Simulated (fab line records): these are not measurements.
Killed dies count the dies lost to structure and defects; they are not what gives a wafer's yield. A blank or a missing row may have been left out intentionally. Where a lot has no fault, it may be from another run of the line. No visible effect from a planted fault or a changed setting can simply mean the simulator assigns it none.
Chamber matching -- flow n5Finfet -- cmp-02 running N5_MOL_CONTACT_COAG_CMP_52: 4 sister chambers
The step polishes, stops on SiO2, t overpolish 1.5 s, target thk 66.5 nm. 20 wafers are shown with their chamber, then 10 later ones without.

== WAFERS WITH THEIR CHAMBER ==
wafer,chamber,motorCurrentA (A),timeToEndpointS (s),overpolishRunS (s)
L076.1,0,12.4,14.7,1.503
L076.4,2,11.6,15.1,1.505
L076.5,0,13.8,15.5,1.512
L078.1,2,11.7,12.6,1.509
L078.2,0,13.4,12.7,1.517
L078.3,3,12.4,14.1,1.490
L083.2,0,12.9,13.8,1.505
L083.3,2,11.2,13.5,1.502
L083.5,0,13.3,15.3,1.495
L086.2,0,12.6,11.7,1.503
L086.3,1,10.6,12.1,1.495
L086.4,2,11.5,9.7,1.495
L086.1,3,12.1,12.3,1.493
L086.5,2,11.3,10.7,1.501
L086.6,1,10.3,11.4,1.503
L087.1,2,11.6,10.8,1.520
L087.2,0,13.7,13.4,1.513
L087.6,3,12.1,14.0,1.498
L088.1,0,13.3,15.3,1.514
L088.3,2,11.0,10.5,1.487

SIGNATURES (averages over the wafers above)
reading,chamber 0,chamber 1,chamber 2,chamber 3,scatter within a chamber
motorCurrentA,13.175,10.450,11.414,12.200,0.375
timeToEndpointS,14.050,11.750,11.843,13.467,1.55
overpolishRunS,1.50775,1.49900,1.50271,1.49367,0.00831
Rule: a wafer lies at a distance from a chamber equal to the root of the sum of squares, over the readings, of (its reading less the chamber's mean, divided by the reading's scatter). If the next closest chamber is less than 2 further off than the closest, the wafer can't be placed; otherwise it belongs to the closest. The scatter: take each reading less its chamber's mean, square it, sum over the shown wafers, divide by the number of wafers less the number of chambers, and take the root.

== WAFERS MISSING THEIR CHAMBER ==
wafer,motorCurrentA (A),timeToEndpointS (s),overpolishRunS (s)
L088.4,12.6,16.8,1.514
L088.2,10.3,13.2,1.502
L088.5,12.3,13.2,1.497
L088.6,12.2,15.8,1.505
L092.4,10.2,12.4,1.512
L092.5,11.2,11.2,1.503
L092.6,10.2,13.8,1.478
L096.3,10.7,11.7,1.511
L096.5,9.9,15.9,1.507
L096.6,13.7,14.9,1.497

== THE CHAMBER EACH PASSED THROUGH ==
wafer,from the rows above,in truth
L088.4,can't be placed: 0 or 3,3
L088.2,1,1
L088.5,3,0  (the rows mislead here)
L088.6,can't be placed: 3 or 0 or 2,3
L092.4,can't be placed: 1 or 2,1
L092.5,can't be placed: 2 or 1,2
L092.6,can't be placed: 1 or 2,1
L096.3,can't be placed: 1 or 2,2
L096.5,can't be placed: 1 or 2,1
L096.6,0,0
2 of 10 placed correctly. Can't be placed from these rows: 7 (the true chamber is among the candidates in 7). 1 placed wrongly.
